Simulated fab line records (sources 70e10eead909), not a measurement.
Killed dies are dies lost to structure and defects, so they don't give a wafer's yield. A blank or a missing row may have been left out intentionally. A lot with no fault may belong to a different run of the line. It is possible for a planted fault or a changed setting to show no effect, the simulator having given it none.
Matching of chambers + flow nand-harc + 4 sister chambers for NHARC_P_BONDPAD_ACTIVATE_29 on rie-diel-02
The step chemistry N2, time 60 s. 20 wafers are shown with their chamber, then 10 later ones without.

WAFERS, EACH WITH ITS CHAMBER
| wafer  | chamber | oes-product-au (a.u.) | rf-vpp-V (V) |
|--------|---------|-----------------------|--------------|
| L078.1 | 3       | 1.013                 | 63.6         |
| L078.4 | 1       | 0.998                 | 65.0         |
| L078.6 | 3       | 0.995                 | 64.2         |
| L081.4 | 3       | 1.023                 | 64.2         |
| L081.5 | 3       | 1.007                 | 66.1         |
| L081.6 | 0       | 1.006                 | 63.1         |
| L083.2 | 2       | 0.992                 | 63.9         |
| L083.4 | 1       | 1.015                 | 64.8         |
| L083.6 | 1       | 1.000                 | 65.0         |
| L086.1 | 1       | 1.015                 | 64.8         |
| L086.2 | 3       | 1.005                 | 62.6         |
| L086.6 | 0       | 1.003                 | 64.8         |
| L087.2 | 0       | 1.009                 | 65.0         |
| L087.3 | 2       | 0.999                 | 64.4         |
| L087.6 | 1       | 1.010                 | 64.5         |
| L088.2 | 1       | 1.015                 | 63.9         |
| L088.4 | 0       | 1.004                 | 63.8         |
| L088.5 | 1       | 1.019                 | 65.8         |
| L089.3 | 3       | 1.004                 | 65.1         |
| L089.4 | 0       | 1.002                 | 64.9         |

SIGNATURES, as means of the wafers listed above
| reading        | chamber 0 | chamber 1 | chamber 2 | chamber 3 | scatter within a chamber |
|----------------|-----------|-----------|-----------|-----------|--------------------------|
| oes-product-au | 1.00480   | 1.01029   | 0.99550   | 1.00783   | 0.0075                   |
| rf-vpp-V       | 64.320    | 64.829    | 64.150    | 64.300    | 0.872                    |
Rule: distance of a wafer from a chamber = root of the sum over the readings of ((wafer's reading minus chamber's mean) / reading's scatter) squared. The wafer belongs to the nearest chamber; if the next one is less than 2 further off, it can't be placed. How the scatter is found: for the shown wafers, subtract from each reading the mean of its chamber, square and add these, divide the total by (wafers less chambers), then take the root.

WAFERS WITH NO CHAMBER GIVEN
| wafer  | oes-product-au (a.u.) | rf-vpp-V (V) |
|--------|-----------------------|--------------|
| L089.5 | 1.003                 | 64.8         |
| L093.1 | 0.998                 | 64.2         |
| L093.2 | 0.985                 | 65.3         |
| L093.4 | 1.024                 | 63.7         |
| L095.3 | 1.005                 | 63.9         |
| L095.5 | 1.019                 | 65.7         |
| L095.6 | 1.000                 | 63.1         |
| L097.3 | 1.009                 | 64.7         |
| L097.5 | 1.011                 | 64.4         |
| L097.6 | 1.006                 | 63.8         |

EACH ONE'S CHAMBER
| wafer  | from the rows above               | in truth |
|--------|-----------------------------------|----------|
| L089.5 | can't be placed: 0 or 3 or 1 or 2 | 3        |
| L093.1 | can't be placed: 2 or 0 or 3 or 1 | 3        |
| L093.2 | can't be placed: 2 or 0 or 3 or 1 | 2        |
| L093.4 | can't be placed: 1 or 3 or 0 or 2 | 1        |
| L095.3 | can't be placed: 0 or 3 or 1 or 2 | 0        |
| L095.5 | can't be placed: 1 or 3 or 0      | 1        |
| L095.6 | can't be placed: 2 or 0 or 3 or 1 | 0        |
| L097.3 | can't be placed: 1 or 3 or 0 or 2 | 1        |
| L097.5 | can't be placed: 3 or 1 or 0 or 2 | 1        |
| L097.6 | can't be placed: 0 or 3 or 1 or 2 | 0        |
Placed correctly: 0 of 10. Can't be placed from these rows: 10 (the true chamber is among the candidates in 10). Number placed wrongly: 0.
